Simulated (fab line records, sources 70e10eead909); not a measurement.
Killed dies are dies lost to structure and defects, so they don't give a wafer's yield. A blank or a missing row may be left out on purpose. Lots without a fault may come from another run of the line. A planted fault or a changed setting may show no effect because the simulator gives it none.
fab line records | flow nand_harc
record lots=6 wafers=18 last_day=33
route steps=1302 shown A_STAIRCASE@703 END@1302
lots that met no fault: from a run of the same line without faults
start_h: hours from the record's first day to the start of the lot's first wafer shown | wait_h: hours since the lot's step before | " the same as in the row above | L1.1+2: a row that stands for several wafers | - no value, or no start given | * or withheld: withheld | < > ~ a bound
route shown NAME@n: a module of which the file shows steps, and the number in the route of the first | usual: mean/standard deviation of fault-free wafers | same: alike in all rows | chamber/n: place in a boat | sites: the reading at each site | _std_site: their standard deviation | _edge_site: outer sites' mean less inner sites' | radius_mm: how far each site lies from the wafer's centre | mask NAME#n: copy n | behind: the tool/chamber that last shaped the wafer | hold: why the lot was held/for how many hours/how that ended | device: the transistor (n, p or np) that didn't switch | end of line: the same wafers' tests at the end of the route | a step without rows: its recipe alone | killed: dies lost to structure and defects at the first sort, not the wafer's yield | map: a wafer's dies, x killed, . not, _ none there
set.NAME: the setting as run; set.NAME@STEP: as run at that earlier step | model.NAME: the simulator's own value behind a step, which no gauge read
lots at some steps of the route; a table a step, a row a wafer
services: from which hour (start_h, from the record's first day; less than 0 if before it) a tool's chamber was out of use, for how many hours, and why
## steps
# step NHARC_A_STAIRCASE_TRIM_189
# recipe time_s=211.2 o2_flow_sccm=500 ar_flow_sccm=0 bias_w=0 chemistry=O2
# step NHARC_A_STAIRCASE_ETCH_190
# recipe target_depth_a=1000 time_s=40.5 ion_energy_ev=400 c4f8_flow_sccm=20 o2_flow_sccm=10 ar_flow_sccm=withheld rf_w=600 bias_w=1000 chemistry=C4F8/O2
# step NHARC_A_STAIRCASE_TRIM_191
# recipe time_s=211.2 o2_flow_sccm=500 ar_flow_sccm=0 bias_w=0 chemistry=O2
# step NHARC_A_STAIRCASE_ETCH_192
# recipe target_depth_a=1000 time_s=40.5 ion_energy_ev=400 c4f8_flow_sccm=20 o2_flow_sccm=10 ar_flow_sccm=withheld rf_w=600 bias_w=1000 chemistry=C4F8/O2
# usual oes_product_au=0.939/0.015 rf_vpp_V=897/5.7 run_length_s=61.8/0.4
# columns lot.wafer tool chamber start_h wait_h oes_product_au rf_hours_counter_h rf_vpp_V run_length_s
L978.3 rie_diel-02 1 - - 0.931 51 887 61.9
L978.2 " 0 " " 0.927 51 889 61.5
L978.5 " 1 " " 0.917 - 888 61.7
L984.2 rie_diel-06 0 - - 0.918 29 904 61.8
L984.4 " 3 " " 0.911 26 897 61.9
L984.6 " 1 " " 0.899 - 895 61.7
L990.2 rie_diel-06 0 - - 0.941 51 903 62.0
L990.5 " 2 " " 0.944 - 891 61.4
L990.6 " 3 " " 0.954 - 897 61.7
L989.3 rie_diel-03 1 - - 0.927 6 903 62.5
L989.6 " 1 " " 0.929 - 903 62.9
L989.5 " 2 " " 0.933 - 896 61.3
L991.3 rie_diel-02 0 - - 0.937 36 888 61.1
L991.2 " 1 " " 0.939 33 906 62.0
L991.5 " 3 " " 0.946 - 896 62.2
L997.4 rie_diel-02 2 - - 0.949 48 900 61.7
L997.1 " 3 " " 0.949 52 896 61.9
L997.5 " 3 " " 0.955 - 897 62.1
# step NHARC_A_STAIRCASE_TRIM_193
# recipe time_s=211.2 o2_flow_sccm=500 ar_flow_sccm=0 bias_w=0 chemistry=O2
# step NHARC_A_STAIRCASE_ETCH_194
# recipe target_depth_a=1000 time_s=40.5 ion_energy_ev=400 c4f8_flow_sccm=20 o2_flow_sccm=10 ar_flow_sccm=withheld rf_w=600 bias_w=1000 chemistry=C4F8/O2
# usual oes_product_au=0.940/0.014 rf_vpp_V=897/5.8 run_length_s=61.8/0.39
# columns lot.wafer tool chamber start_h wait_h oes_product_au rf_hours_counter_h rf_vpp_V run_length_s
L978.2 rie_diel-02 1 - - 0.938 51 887 62.4
L978.3 " 3 " " 0.941 53 897 62.2
L978.5 " 2 " " 0.955 - 898 61.6
L984.4 rie_diel-06 1 - - 0.915 27 895 61.9
L984.2 " 2 " " 0.924 25 891 61.9
L984.6 " 1 " " 0.917 - 894 62.5
L990.2 rie_diel-06 1 - - 0.916 47 894 61.9
L990.5 " 1 " " 0.922 - 894 61.8
L990.6 " 2 " " 0.932 - 892 61.5
L989.3 rie_diel-03 1 - - 0.943 7 904 62.3
L989.5 " 0 " " 0.914 - 905 61.7
L989.6 " 1 " " 0.943 - 904 62.4
L991.2 rie_diel-02 3 - - 0.959 36 897 62.1
L991.3 " 0 " " 0.961 36 887 61.1
L991.5 " 0 " " 0.956 - 886 61.5
L997.1 rie_diel-02 3 - - 0.953 52 895 62.1
L997.4 " 0 " " 0.946 49 886 61.3
L997.5 " 3 " " 0.953 - 896 62.3
# step NHARC_A_STAIRCASE_TRIM_196
# recipe time_s=211.2 o2_flow_sccm=500 ar_flow_sccm=0 bias_w=0 chemistry=O2
# step NHARC_A_STAIRCASE_ETCH_197
# recipe target_depth_a=1000 time_s=40.5 ion_energy_ev=400 c4f8_flow_sccm=20 o2_flow_sccm=10 ar_flow_sccm=withheld rf_w=600 bias_w=1000 chemistry=C4F8/O2
# usual oes_product_au=0.948/0.02 rf_vpp_V=897/5.8 run_length_s=61.8/0.39
# columns lot.wafer tool chamber start_h wait_h oes_product_au rf_hours_counter_h rf_vpp_V run_length_s
L978.3 rie_diel-06 2 - - 0.939 15 891 61.7
L978.2 " 1 " " 0.961 15 896 62.0
L978.5 " 3 " " 0.950 - 899 62.0
L984.4 rie_diel-02 2 - - 0.957 4 900 61.8
L984.2 " 1 " " 0.970 6 905 61.5
L984.6 " 3 " " 0.944 - 897 62.0
L990.2 rie_diel-02 1 - - 0.958 22 907 62.0
L990.6 " 2 " " 0.980 - 900 61.9
L990.5 " 3 " " 0.972 - 898 62.0
L989.3 rie_diel-06 0 - - 0.982 51 905 62.2
L989.6 " 2 " " 0.958 - 891 61.5
L989.5 " 3 " " 0.964 - 899 61.4
L991.2 rie_diel-06 3 - - 0.948 1 898 61.3
L991.3 " 0 " " 0.956 1 904 62.0
L991.5 " 0 " " 0.947 - 904 62.2
L997.4 rie_diel-02 0 - - 0.944 50 888 61.0
L997.1 " 2 " " 0.955 49 900 62.3
L997.5 " 0 " " 0.936 - 887 61.6
# step NHARC_A_STAIRCASE_TRIM_198
# recipe time_s=211.2 o2_flow_sccm=500 ar_flow_sccm=0 bias_w=0 chemistry=O2
# step NHARC_A_STAIRCASE_ETCH_199
# recipe target_depth_a=1000 time_s=40.5 ion_energy_ev=400 c4f8_flow_sccm=20 o2_flow_sccm=10 ar_flow_sccm=withheld rf_w=600 bias_w=1000 chemistry=C4F8/O2
# step NHARC_A_STAIRCASE_TRIM_200
# recipe time_s=211.2 o2_flow_sccm=500 ar_flow_sccm=0 bias_w=0 chemistry=O2
# usual drypump_motor_current_A=5.5/0.3 mfc_ar_sccm=0.010/0.0094 o2_flow_sccm=499.9/1.5 oes_product_au=0.997/0.012 rf_vpp_V=57.9/0.87 showerhead_plenum_p_Torr=3.56/0.16 throttle_valve_pct=17.037/0.0086
# columns lot.wafer tool chamber start_h wait_h drypump_motor_current_A mfc_ar_sccm o2_flow_sccm oes_product_au rf_hours_counter_h rf_vpp_V showerhead_plenum_p_Torr throttle_valve_pct
L978.3 rie_diel-06 3 - - 5.9 0.018 498.5 0.980 18 57.7 3.59 17.028
L978.2 " 0 " " 5.0 0 500.1 0.993 18 57.5 3.77 17.026
L978.5 " 2 " " 5.4 0.020 497.9 0.989 - 56.1 3.41 17.044
L984.2 rie_diel-02 2 - - 5.9 0.024 498.6 1.017 4 58.7 3.65 17.044
L984.4 " 3 " " 5.2 0 500.3 1.005 4 58.8 3.55 17.015
L984.6 " 1 " " 5.6 0 498.7 1.002 - 58.4 3.80 17.034
L990.2 rie_diel-02 3 - - 5.2 0 498.0 1.019 24 57.7 3.54 17.041
L990.5 " 2 " " 5.9 0.024 499.2 1.006 - 57.6 3.64 17.042
L990.6 " 3 " " 5.2 0 498.1 1.015 - 58.6 3.54 17.030
L989.3 rie_diel-06 3 - - 6.0 0.018 502.6 0.995 49 58.0 3.57 17.029
L989.5 " 3 " " 5.9 0.018 501.7 0.996 - 57.8 3.57 17.032
L989.6 " 0 " " 5.0 0 497.3 0.990 - 59.1 3.75 17.039
L991.2 rie_diel-06 3 - - 5.9 0.018 498.3 0.979 2 57.2 3.57 17.041
L991.3 " 1 " " 5.2 0.007 495.7 0.997 1 58.5 3.48 17.032
L991.5 " 2 " " 5.4 0.020 500.5 0.984 - 58.0 3.39 17.053
L997.4 rie_diel-02 2 - - 5.9 0.024 499.8 1.011 49 59.2 3.62 17.038
L997.1 " 0 " " 5.8 0 498.5 1.008 50 57.3 3.28 17.028
L997.5 " 3 " " 5.2 0 500.1 1.012 - 57.5 3.52 17.035
# step NHARC_A_STAIRCASE_ETCH_201
# recipe target_depth_a=1000 time_s=40.5 ion_energy_ev=400 c4f8_flow_sccm=20 o2_flow_sccm=10 ar_flow_sccm=withheld rf_w=600 bias_w=1000 chemistry=C4F8/O2
# usual oes_product_au=0.941/0.015 rf_vpp_V=897/5.6 run_length_s=61.7/0.39
# columns lot.wafer tool chamber start_h wait_h oes_product_au rf_hours_counter_h rf_vpp_V run_length_s
L978.3 rie_diel-06 3 377.14 - 0.941 18 899 61.3
L978.2 " 0 " " 0.950 18 904 62.2
L978.5 " 0 " " 0.947 - 904 62.5
L984.2 rie_diel-02 0 415.74 - 0.930 6 887 61.2
L984.4 " 1 " " 0.931 6 907 61.8
L984.6 " 3 " " 0.940 - 897 62.3
L990.2 rie_diel-02 0 475.43 - 0.935 25 888 61.6
L990.5 " 2 " " 0.945 - 899 61.8
L990.6 " 3 " " 0.945 - 896 62.1
L989.3 rie_diel-06 0 476.10 - 0.939 51 902 55.3
L989.5 " 2 " " 0.941 - 892 54.4
L989.6 " 3 " " 0.942 - 897 54.7
L991.3 rie_diel-06 2 500.20 - 0.950 2 890 54.5
L991.2 " 0 " " 0.934 1 905 55.1
L991.5 " 2 " " 0.939 - 890 54.4
L997.1 rie_diel-02 2 550.30 - 0.936 51 899 62.2
L997.4 " 0 " " 0.934 54 888 61.3
L997.5 " 1 " " 0.932 - 904 61.8
# step NHARC_A_STAIRCASE_TRIM_202
# recipe time_s=211.2 o2_flow_sccm=500 ar_flow_sccm=0 bias_w=0 chemistry=O2
# usual drypump_motor_current_A=5.53/0.29 mfc_ar_sccm=0.011/0.0092 o2_flow_sccm=500.1/1.4 oes_product_au=0.998/0.013 rf_vpp_V=57.8/0.87 showerhead_plenum_p_Torr=3.56/0.15 throttle_valve_pct=17.036/0.0089
# columns lot.wafer tool chamber start_h wait_h drypump_motor_current_A mfc_ar_sccm o2_flow_sccm oes_product_au rf_hours_counter_h rf_vpp_V showerhead_plenum_p_Torr throttle_valve_pct
L978.3 rie_diel-06 2 - - 5.43 0.020 499.9 0.996 15 57.3 3.41 17.037
L978.2 " 0 " " 5.00 0 498.7 0.997 18 57.6 3.77 17.024
L978.5 " 1 " " 5.27 0.007 501.7 0.980 - 58.3 3.49 17.029
L984.4 rie_diel-02 0 - - 5.78 0 503.2 0.988 6 57.4 3.31 17.050
L984.2 " 3 " " 5.27 0 500.5 1.017 4 56.8 3.55 17.023
L984.6 " 1 " " 5.65 0 501.4 1.008 - 58.3 3.80 17.048
L990.2 rie_diel-02 1 - - 5.62 0 499.8 1.001 23 58.8 3.79 17.026
L990.6 " 1 " " 5.62 0 498.3 1.000 - 59.3 3.80 17.027
L990.5 " 2 " " 5.88 0.024 500.1 1.008 - 59.1 3.64 17.035
L989.3 rie_diel-06 3 - - 5.93 0.018 499.5 0.995 49 58.4 3.57 17.045
L989.5 " 1 " " 5.29 0.007 497.8 0.973 - 57.2 3.48 17.040
L989.6 " 2 " " 5.43 0.020 498.5 0.988 - 57.1 3.39 17.020
L991.2 rie_diel-06 3 - - 5.95 0.018 498.2 0.985 2 58.5 3.57 17.021
L991.3 " 1 " " 5.28 0.007 500.9 1.004 1 56.7 3.48 17.038
L991.5 " 0 " " 5.04 0 500.3 0.992 - 60.0 3.74 17.034
L997.4 rie_diel-02 0 - - 5.81 0 501.6 1.014 54 57.6 3.28 17.044
L997.1 " 1 " " 5.56 0 498.7 1.012 50 58.0 3.78 17.044
L997.5 " 1 " " 5.62 0 501.3 1.005 - 57.6 3.78 17.019
# step NHARC_END_SORT_01
# recipe temp_c=25
# usual killed_at_array=61/24 killed_at_other=1.2/1.3 killed_at_periphery=3.7/2.6 killed_dies=66/23 killed_open=3.3/1.8 killed_short=2.4/1.6
# same gross_dies=677
# columns lot.wafer tool chamber start_h wait_h killed_at_array killed_at_other killed_at_periphery killed_dies killed_open killed_short
L991.2 prober-01 0 704.75 2.8 61 0 2 63 1 5
L991.3 prober-01 0 705.55 3.1 50 4 4 58 2 1
L991.5 prober-01 0 707.14 3.7 59 0 6 65 2 2
# killed by level:class
L991.2 A_CHANNEL_HOLE_D1:chamber_film_flake=32 A_DECK1_JOINT:chamber_film_flake=6 A_STAIRCASE:chamber_film_flake=6 A_SLIT:chamber_film_flake=6 A_CHANNEL_HOLE_D2:chamber_film_flake=4 A_ONON_D2:geometric_particle:short=2 P_STI:geometric_particle:short=1 A_DECK1_JOINT:geometric_particle:short=1
L991.3 A_CHANNEL_HOLE_D1:chamber_film_flake=27 A_CHANNEL_HOLE_D2:chamber_film_flake=9 A_STAIRCASE:chamber_film_flake=5 A_SLIT:chamber_film_flake=4 THIN_TSV:chamber_film_flake=4 P_GATE:chamber_film_flake=2 P_CONTACT:geometric_particle:open=1 P_M1:geometric_particle:open=1
L991.5 A_CHANNEL_HOLE_D1:chamber_film_flake=36 A_STAIRCASE:chamber_film_flake=6 A_SLIT:chamber_film_flake=6 A_CHANNEL_HOLE_D2:chamber_film_flake=4 P_GATE:chamber_film_flake=2 P_CONTACT:chamber_film_flake=2 A_CHANNEL_FILL_D2:chamber_film_flake=2 A_ONON_D1:geometric_particle:open=1
## services
# columns tool chamber start_h hours kind
rie_diel-02 0 372.77 - clean
rie_diel-02 1 372.77 - clean
rie_diel-02 2 372.77 - clean
rie_diel-02 3 372.77 - clean
rie_diel-02 0 388.08 3.5 repair
rie_diel-02 - 393.70 9.0 pm
rie_diel-02 0 393.70 9.0 vent_cycle
rie_diel-02 1 393.70 9.0 vent_cycle
rie_diel-02 2 393.70 9.0 vent_cycle
rie_diel-02 3 393.70 9.0 vent_cycle
rie_diel-02 0 402.70 - clean
rie_diel-02 1 402.70 - clean
rie_diel-02 1 402.70 - consumable_replace:showerhead
rie_diel-02 2 402.70 - clean
rie_diel-02 2 402.70 - consumable_replace:esc
rie_diel-02 2 402.70 - consumable_replace:focus_ring
rie_diel-02 3 402.70 - clean
rie_diel-02 0 427.30 - clean
rie_diel-03 1 427.33 3.5 repair
rie_diel-03 - 458.46 9.0 pm
rie_diel-03 0 481.98 13.0 repair
rie_diel-06 - 484.39 9.0 pm
rie_diel-03 3 517.78 17.8 repair
rie_diel-06 3 518.22 11.4 repair
## key
first_sign step=NHARC_A_STAIRCASE_ETCH_201 reading=run_length_s direction=down sigmas=18 usual=* struck=*
effect none on later readings
met_at NHARC_A_STAIRCASE_ETCH_201
struck_wafers L989.3,L989.5,L989.6,L991.2,L991.3,L991.5
tester_left_out L989,L991
onset_between 377.14 476.10
fault kind=process_parameter_drift tool=rie_diel-06 chamber=- onset_h=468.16 steps=NHARC_A_STAIRCASE_ETCH_201 channel=time_s offset=* shape=step end_h=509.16 acts_in=* stated=*
# tester_left_out: of these lots the tester's yield and bins aren't shown, on N5 and GAA mostly nor the transistor test; their killed dies are dies lost to structure and defects alone, not to doping, threshold or leakage, so they don't give the yield
